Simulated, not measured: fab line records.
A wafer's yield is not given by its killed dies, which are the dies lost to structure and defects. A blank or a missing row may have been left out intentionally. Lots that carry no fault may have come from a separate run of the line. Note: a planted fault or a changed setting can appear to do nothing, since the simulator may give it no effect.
Which tool was responsible? + flow nand_harc + 72 wafers from 24 lots sampled at 3 of the route's 1159 steps

## WHAT THE GAUGES READ, wafer by wafer
NHARC_A_M1_CD_MEAS_16.
| lot  | measured     | on        | cd_nm (nm)        |
|------|--------------|-----------|-------------------|
| L074 | day 17 18:28 | cd_sem-02 | 120.5 120.7 120.6 |
| L076 | day 17 20:52 | cd_sem-03 | 120.2 121.9 120.7 |
| L075 | day 17 21:17 | cd_sem-03 | 121.3 120.4 119.8 |
| L077 | day 18 00:05 | cd_sem-03 | 119.7 119.2 119.7 |
| L079 | day 18 05:55 | cd_sem-02 | 120.6 119.3 118.4 |
| L078 | day 18 17:31 | cd_sem-03 | 121.6 120.4 121.7 |
| L080 | day 18 22:25 | cd_sem-01 | 119.7 119.5 120.4 |
| L081 | day 19 09:04 | cd_sem-03 | 118.6 118.0 118.7 |
| L082 | day 19 21:43 | cd_sem-02 | 119.9 118.9 118.3 |
| L084 | day 20 04:15 | cd_sem-02 | 120.8 121.1 120.6 |
| L083 | day 20 04:38 | cd_sem-01 | 120.2 120.1 120.8 |
| L088 | day 20 08:52 | cd_sem-01 | 119.8 120.4 119.2 |
| L087 | day 20 09:35 | cd_sem-02 | 119.2 120.1 118.9 |
| L086 | day 20 12:04 | cd_sem-01 | 119.4 118.8 117.9 |
| L089 | day 20 22:49 | cd_sem-02 | 119.6 119.9 119.2 |
| L085 | day 20 22:56 | cd_sem-03 | 121.0 120.8 120.9 |
| L091 | day 21 17:01 | cd_sem-03 | 119.4 120.6 119.3 |
| L090 | day 21 21:25 | cd_sem-02 | 120.1 119.2 119.4 |
| L093 | day 22 07:59 | cd_sem-03 | 120.9 119.9 119.8 |
| L092 | day 22 08:34 | cd_sem-01 | 118.7 119.2 118.9 |
| L094 | day 22 14:35 | cd_sem-01 | 121.2 121.1 121.2 |
| L097 | day 23 07:05 | cd_sem-03 | 120.9 120.2 120.3 |
| L095 | day 24 00:35 | cd_sem-03 | 120.9 122.2 121.5 |
| L096 | day 24 08:06 | cd_sem-02 | 120.5 120.4 120.7 |

## WHAT TOOL EACH LOT RAN ON (gives the tool, then ch and the chambers of the sampled wafers, and finally the start)
| lot  | NHARC_A_BLC_PVD_32                      | NHARC_A_M0_DEP_32               |
|------|-----------------------------------------|---------------------------------|
| L074 | pvd_sputter-03, day 17 16:47 or earlier | pecvd-04 ch 0,1, day 17 16:47   |
| L076 | pvd_sputter-01, day 17 19:10 or earlier | pecvd-02 ch 1,2, day 17 19:10   |
| L075 | pvd_sputter-03, day 17 19:46 or earlier | pecvd-03 ch 1,2, day 17 19:46   |
| L077 | pvd_sputter-01, day 17 22:20 or earlier | pecvd-02 ch 0,2, day 17 22:20   |
| L079 | pvd_sputter-02, day 18 04:18 or earlier | pecvd-04 ch 1,2, day 18 04:18   |
| L078 | pvd_sputter-01, day 18 15:48 or earlier | pecvd-04 ch 1,2, day 18 15:48   |
| L080 | pvd_sputter-02, day 18 20:42 or earlier | pecvd-04 ch 1,2, day 18 20:42   |
| L081 | pvd_sputter-02, day 19 07:22 or earlier | pecvd-04 ch 0,1,2, day 19 07:22 |
| L082 | pvd_sputter-01, day 19 20:01 or earlier | pecvd-02 ch 0,1,2, day 19 20:01 |
| L084 | pvd_sputter-03, day 20 02:31 or earlier | pecvd-03 ch 0,1, day 20 02:31   |
| L083 | pvd_sputter-01, day 20 02:47 or earlier | pecvd-02 ch 0,1,2, day 20 02:47 |
| L088 | pvd_sputter-02, day 20 07:09 or earlier | pecvd-03 ch 1,2, day 20 07:09   |
| L087 | pvd_sputter-01, day 20 07:54 or earlier | pecvd-04 ch 0,1, day 20 07:54   |
| L086 | pvd_sputter-02, day 20 10:17 or earlier | pecvd-04 ch 0,2, day 20 10:17   |
| L089 | pvd_sputter-03, day 20 20:47 or earlier | pecvd-04 ch 1,2, day 20 20:47   |
| L085 | pvd_sputter-01, day 20 21:10 or earlier | pecvd-04 ch 0,1,2, day 20 21:10 |
| L091 | pvd_sputter-03, day 21 15:23 or earlier | pecvd-03 ch 0,1, day 21 15:23   |
| L090 | pvd_sputter-03, day 21 19:46 or earlier | pecvd-04 ch 0,2, day 21 19:46   |
| L093 | pvd_sputter-03, day 22 06:13 or earlier | pecvd-03 ch 0,1,2, day 22 06:13 |
| L092 | pvd_sputter-02, day 22 06:50 or earlier | pecvd-04 ch 0,1, day 22 06:50   |
| L094 | pvd_sputter-02, day 22 12:59 or earlier | pecvd-04 ch 0,1,2, day 22 12:59 |
| L097 | pvd_sputter-01, day 23 05:25 or earlier | pecvd-02 ch 0,1,2, day 23 05:25 |
| L095 | pvd_sputter-01, day 23 22:50 or earlier | pecvd-03 ch 0,1, day 23 22:50   |
| L096 | pvd_sputter-02, day 24 06:23 or earlier | pecvd-02 ch 1,2, day 24 06:23   |
- NHARC_A_BLC_PVD_32: deposits Ti, target thk 5 nm, time 17.7 s.
- NHARC_A_M0_DEP_32: deposits SiCN, target thk 30 nm.

## WHAT THE TOOLS THEMSELVES READ (means of the sampled wafers that have a number; where no wafer has one, the mark that the record gives instead)
NHARC_A_BLC_PVD_32.
| lot  | tool           | throttle_valve_pct (%) |
|------|----------------|------------------------|
| L074 | pvd_sputter-03 | 29.7                   |
| L076 | pvd_sputter-01 | 29.1                   |
| L075 | pvd_sputter-03 | 29.8                   |
| L077 | pvd_sputter-01 | 29.3                   |
| L079 | pvd_sputter-02 | 29.5                   |
| L078 | pvd_sputter-01 | 30.6                   |
| L080 | pvd_sputter-02 | 29.6                   |
| L081 | pvd_sputter-02 | 29.7                   |
| L082 | pvd_sputter-01 | 30.6                   |
| L084 | pvd_sputter-03 | 29.7                   |
| L083 | pvd_sputter-01 | 30.2                   |
| L088 | pvd_sputter-02 | 29.6                   |
| L087 | pvd_sputter-01 | 31.0                   |
| L086 | pvd_sputter-02 | 29.9                   |
| L089 | pvd_sputter-03 | 30.0                   |
| L085 | pvd_sputter-01 | 30.5                   |
| L091 | pvd_sputter-03 | 29.9                   |
| L090 | pvd_sputter-03 | 30.2                   |
| L093 | pvd_sputter-03 | 30.1                   |
| L092 | pvd_sputter-02 | 30.1                   |
| L094 | pvd_sputter-02 | 30.3                   |
| L097 | pvd_sputter-01 | 31.1                   |
| L095 | pvd_sputter-01 | 29.7                   |
| L096 | pvd_sputter-02 | 29.8                   |

NHARC_A_M0_DEP_32.
| lot  | tool     | heater_power_w (W) |
|------|----------|--------------------|
| L074 | pecvd-04 | 565                |
| L076 | pecvd-02 | 658                |
| L075 | pecvd-03 | 587                |
| L077 | pecvd-02 | 698                |
| L079 | pecvd-04 | 531                |
| L078 | pecvd-04 | 527                |
| L080 | pecvd-04 | 549                |
| L081 | pecvd-04 | 544                |
| L082 | pecvd-02 | 632                |
| L084 | pecvd-03 | 528                |
| L083 | pecvd-02 | 642                |
| L088 | pecvd-03 | 605                |
| L087 | pecvd-04 | 537                |
| L086 | pecvd-04 | 505                |
| L089 | pecvd-04 | 555                |
| L085 | pecvd-04 | 569                |
| L091 | pecvd-03 | 615                |
| L090 | pecvd-04 | 555                |
| L093 | pecvd-03 | 606                |
| L092 | pecvd-04 | 569                |
| L094 | pecvd-04 | 519                |
| L097 | pecvd-02 | 648                |
| L095 | pecvd-03 | 600                |
| L096 | pecvd-02 | 596                |

## THE ANSWER, worked out from the rows above alone
Rule: what is usual is taken from the lots themselves. Put in order of their means at a reading, lots are off if they are a third of the lots or fewer, leave a main group of 4 or more, and stand apart from it by a gap of 3 or more times the standard deviation of the main group's means; of several such gaps the widest counts. A main group whose means are all the same, to the digits that the tables above print for the reading, isn't used. Also off: a lot with no number at a reading for which 4 or more lots have one. Any other lot the step has rows for is counted as sound. After the gauges, taken in route order, come the tools' own readings; for these a lot's mean is taken, as printed above. At the first step where some lot is off, the reading lying furthest off is the one used; lots without a number count as furthest.
Across all readings shown, no lot is off: no conclusion can be drawn from this.

## WHAT HAD BEEN PUT IN BY THE SIMULATOR
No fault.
